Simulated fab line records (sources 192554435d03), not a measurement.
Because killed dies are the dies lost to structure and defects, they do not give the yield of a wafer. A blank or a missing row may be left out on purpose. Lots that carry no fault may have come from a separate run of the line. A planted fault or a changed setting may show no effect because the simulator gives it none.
The tool behind it: which one? ; flow n5Finfet ; 72 wafers from 24 lots sampled at 4 of the route's 1938 steps

WHAT THE GAUGES SHOWED, per wafer
N5_BEOL_M7_OVL_MEAS_12. Usual: M7_OVL typically reads 0.0 nm, with standard deviation 0.93.
lot;measured;on;M7_OVL (nm);flag
L074;day 8 10:18;overlay-02;-0.8 0.4 -0.9;
L075;day 9 03:28;overlay-02;0.6 0.2 -0.3;
L076;day 9 11:38;overlay-02;0.6 -1.0 1.0;
L077;day 9 11:59;overlay-02;-0.4 -0.9 -0.1;
L078;day 10 05:47;overlay-02;-0.1 -0.6 -0.3;
L080;day 10 06:01;overlay-01;-2.2 -1.3 -0.5;
L079;day 10 06:14;overlay-01;-1.2 0.1 1.1;
L081;day 10 09:10;overlay-01;0.0 1.0 0.4;
L082;day 11 06:28;overlay-01;0.7 -0.4 1.1;
L083;day 11 09:14;overlay-02;0.5 0.2 -1.0;
L084;day 11 12:36;overlay-02;0.7 0.3 0.2;
L085;day 11 14:38;overlay-02;0.0 -1.1 0.1;
L086;day 11 17:35;overlay-01;1.6 1.1 0.4;
L087;day 11 17:37;overlay-02;-0.9 -0.8 -0.5;
L088;day 12 12:55;overlay-02;2.1 1.5 2.2;
L089;day 12 15:56;overlay-02;0.5 0.8 -0.5;
L090;day 12 22:44;overlay-02;-1.5 -0.5 -0.5;
L091;day 13 10:59;overlay-02;-1.1 -1.3 -2.1;
L092;day 13 21:32;overlay-02;0.6 0.1 0.6;
L095;day 14 07:05;overlay-01;0.9 1.7 0.7;
L093;day 14 11:04;overlay-02;0.6 -0.8 -0.3;
L097;day 14 11:30;overlay-01;-0.1 0.7 1.6;
L094;day 14 15:49;overlay-01;1.0 1.0 1.8;
L096;day 15 00:26;overlay-02;-0.5 0.2 -0.4;

N5_BEOL_M7_INSPECT_30: inspects for defects (brightfield). Usual: rawDefectCount at 457, with a standard deviation of 95.
lot;measured;on;rawDefectCount;flag
L074;day 8 13:18;defectInspect-02;404 334 383;
L075;day 9 05:01;defectInspect-02;425 478 497;
L076;day 9 14:13;defectInspect-02;562 384 419;
L077;day 9 14:23;defectInspect-02;432 582 410;
L078;day 10 07:59;defectInspect-01;478 510 387;
L080;day 10 08:09;defectInspect-02;373 255 494;
L079;day 10 09:00;defectInspect-02;301 420 541;
L081;day 10 10:58;defectInspect-01;365 748 591;
L082;day 11 07:45;defectInspect-02;425 349 303;
L083;day 11 11:23;defectInspect-01;570 695 441;
L084;day 11 13:32;defectInspect-01;469 522 452;
L085;day 11 16:05;defectInspect-02;399 440 463;
L086;day 11 19:29;defectInspect-02;286 382 364;
L087;day 11 19:10;defectInspect-01;347 502 497;
L088;day 12 14:31;defectInspect-02;528 499 639;
L089;day 12 17:53;defectInspect-01;308 451 593;
L090;day 13 01:20;defectInspect-02;359 414 379;
L091;day 13 13:09;defectInspect-02;397 396 312;
L092;day 14 01:01;defectInspect-01;599 577 353;
L095;day 14 10:40;defectInspect-01;487 540 570;
L093;day 14 12:26;defectInspect-01;453 605 561;
L097;day 14 12:55;defectInspect-01;440 373 554;
L094;day 14 18:10;defectInspect-01;479 554 507;
L096;day 15 02:55;defectInspect-02;486 370 477;

TOOL THAT RAN EACH LOT (tool first, then ch and the chambers of the sampled wafers, then the start)
lot;N5_BEOL_M6_ALD_77;N5_BEOL_M7_DESCUM_16
L074;aldMetal-02 ch 1,2,3, day 8 06:46;rieDiel-06 ch 0,1, day 8 10:37
L075;aldMetal-02 ch 0,1,3, day 8 21:31;rieDiel-06 ch 0,2,3, day 9 03:49
L076;aldMetal-02 ch 1,2, day 9 07:43;rieDiel-02 ch 0,1, day 9 11:57
L077;aldMetal-03 ch 0,1,2, day 9 08:18;rieDiel-06 ch 0,1, day 9 12:14
L078;aldMetal-02 ch 0,2, day 10 01:59;rieDiel-01 ch 0,2, day 10 06:08
L080;aldMetal-03 ch 0,1,3, day 10 02:31;rieDiel-01 ch 2,3, day 10 06:27
L079;aldMetal-01 ch 0,2,3, day 10 02:37;rieDiel-01 ch 0,1,3, day 10 07:20
L081;aldMetal-02 ch 0,1,2, day 10 05:40;rieDiel-01 ch 1,2,3, day 10 10:01
L082;aldMetal-01 ch 0,1,2, day 11 02:28;rieDiel-06 ch 0,1,3, day 11 06:31
L083;aldMetal-03 ch 0,1,3, day 11 05:01;rieDiel-02 ch 1,3, day 11 09:21
L084;aldMetal-01 ch 1,2, day 11 08:55;rieDiel-02 ch 0,1, day 11 12:40
L085;aldMetal-01 ch 0,1, day 11 09:27;rieDiel-01 ch 0,1,3, day 11 14:42
L086;aldMetal-03 ch 1,2,3, day 11 12:59;rieDiel-02 ch 0,3, day 11 17:38
L087;aldMetal-02 ch 1,2,3, day 11 13:16;rieDiel-06 ch 0,2,3, day 11 17:44
L088;aldMetal-03 ch 1,2, day 12 08:23;rieDiel-01 ch 1,2, day 12 13:11
L089;aldMetal-01 ch 2,3, day 12 12:41;rieDiel-02 ch 0,2, day 12 16:13
L090;aldMetal-02 ch 0,1,2, day 12 18:00;rieDiel-01 ch 1,2,3, day 12 22:56
L091;aldMetal-01 ch 0,2,3, day 13 06:09;rieDiel-02 ch 1,2,3, day 13 11:04
L092;aldMetal-01 ch 0,1,2, day 13 18:10;rieDiel-01 ch 0,1,3, day 13 21:35
L095;aldMetal-03 ch 1,3, day 14 02:14;rieDiel-02 ch 1,2,3, day 14 07:09
L093;aldMetal-01 ch 1,2,3, day 14 04:20;rieDiel-01 ch 0,1,2, day 14 11:14
L097;aldMetal-01 ch 0,1, day 14 04:52;rieDiel-06 ch 0,3, day 14 11:53
L094;aldMetal-02 ch 2,3, day 14 11:36;rieDiel-01 ch 1,2,3, day 14 16:19
L096;aldMetal-02 ch 0,1, day 14 19:12;rieDiel-06 ch 0,3, day 15 00:29
- N5_BEOL_M6_ALD_77: deposits TaN, target thk 2 nm, pulse time 2 s, purge time 3 s.
- N5_BEOL_M7_DESCUM_16: chemistry O2, time 7.9 s.

WHAT THE TOOLS THEMSELVES READ (means of the sampled wafers that have a number; where no wafer has one, the mark that the record gives instead)
N5_BEOL_M6_ALD_77. Usual: chamberPressureTorr 3.000 Torr, standard deviation 0.0069; heaterPowerW 421 W, standard deviation 24.
lot;tool;chamberPressureTorr (Torr);heaterPowerW (W);flag
L074;aldMetal-02;2.996;418;
L075;aldMetal-02;2.993;430;
L076;aldMetal-02;2.995;404;
L077;aldMetal-03;3.004;420;
L078;aldMetal-02;3.003;428;
L080;aldMetal-03;2.998;421;
L079;aldMetal-01;3.003;420;
L081;aldMetal-02;2.995;433;
L082;aldMetal-01;3.000;424;
L083;aldMetal-03;3.002;412;
L084;aldMetal-01;3.007;411;
L085;aldMetal-01;2.993;422;
L086;aldMetal-03;2.996;414;
L087;aldMetal-02;2.997;417;
L088;aldMetal-03;3.003;420;
L089;aldMetal-01;2.994;412;
L090;aldMetal-02;2.997;433;
L091;aldMetal-01;2.997;420;
L092;aldMetal-01;3.000;427;
L095;aldMetal-03;3.003;430;
L093;aldMetal-01;2.994;410;
L097;aldMetal-01;3.007;426;
L094;aldMetal-02;2.999;405;
L096;aldMetal-02;3.001;438;

N5_BEOL_M7_DESCUM_16. Usual: chamberPressureMTorr 20.000 mTorr (standard deviation 0.018); drypumpMotorCurrentA 5.7 A (standard deviation 0.54); oesProductAu 0.80 a.u. (standard deviation 0.084); rfFwdPowerW 49.34 W (standard deviation 0.2); rfVppV 242.7 V (standard deviation 1.3); showerheadPlenumPTorr 2.07 Torr (standard deviation 0.065); throttleValvePct 20.35 % (standard deviation 0.14).
lot;tool;chamberPressureMTorr (mTorr);drypumpMotorCurrentA (A);oesProductAu (a.u.);rfFwdPowerW (W);rfVppV (V);showerheadPlenumPTorr (Torr);throttleValvePct (%);flag
L074;rieDiel-06;19.986;6.3;0.91;49.28;244.3;2.16;20.32;
L075;rieDiel-06;19.993;5.8;0.82;49.33;242.5;2.06;20.19;
L076;rieDiel-02;20.017;6.0;0.87;49.43;242.0;2.05;20.34;
L077;rieDiel-06;19.992;6.3;0.88;49.33;245.5;2.16;20.33;
L078;rieDiel-01;19.990;5.4;0.76;49.20;243.4;2.13;20.48;
L080;rieDiel-01;19.969;4.8;0.80;49.42;242.6;2.04;20.27;
L079;rieDiel-01;20.004;5.4;0.77;49.30;242.2;2.07;20.35;
L081;rieDiel-01;20.002;5.1;0.78;49.49;242.2;2.02;20.23;
L082;rieDiel-06;19.998;6.1;0.86;49.33;241.6;2.10;20.29;
L083;rieDiel-02;20.023;5.7;0.77;49.59;244.0;2.12;20.40;
L084;rieDiel-02;20.002;6.0;0.77;49.13;242.6;2.05;20.44;
L085;rieDiel-01;19.996;5.4;0.76;49.29;242.0;2.06;20.34;
L086;rieDiel-02;19.988;5.7;0.69;49.35;244.2;2.12;20.49;
L087;rieDiel-06;20.025;5.8;0.80;49.54;243.3;2.05;20.23;
L088;rieDiel-01;19.998;5.2;0.77;49.37;241.1;2.02;20.26;
L089;rieDiel-02;20.004;5.9;0.76;49.31;242.3;2.06;20.51;
L090;rieDiel-01;20.001;5.1;0.76;49.49;242.0;2.02;20.26;
L091;rieDiel-02;19.994;5.9;0.81;49.48;243.7;2.08;20.43;
L092;rieDiel-01;20.000;5.4;0.73;49.29;243.0;2.06;20.37;
L095;rieDiel-02;20.005;5.9;0.81;49.50;242.7;2.08;20.44;
L093;rieDiel-01;19.995;5.5;0.73;49.43;241.9;2.06;20.38;
L097;rieDiel-06;20.005;5.8;0.85;49.26;242.6;2.04;20.26;
L094;rieDiel-01;19.991;5.2;0.75;49.34;242.2;2.01;20.28;
L096;rieDiel-06;19.992;5.9;0.81;49.29;242.1;2.04;20.26;

THE ANSWER, worked out from the rows above alone
Rule: take the mean of a lot's wafers that have a number; if it is more than 3 standard deviations from the usual mean, the lot is off. Also off: a lot with no number at a reading for which 4 or more lots have one. Where the step has rows for the other lots, those lots are counted as sound. After the gauges, taken in route order, come the tools' own readings; for these a lot's mean is taken, as printed above. At the first step where some lot is off, the reading lying furthest off is the one used; lots without a number count as furthest.
No lot is off at any reading shown: from this, nothing can be told.

WHAT THE SIMULATOR HAD PUT IN
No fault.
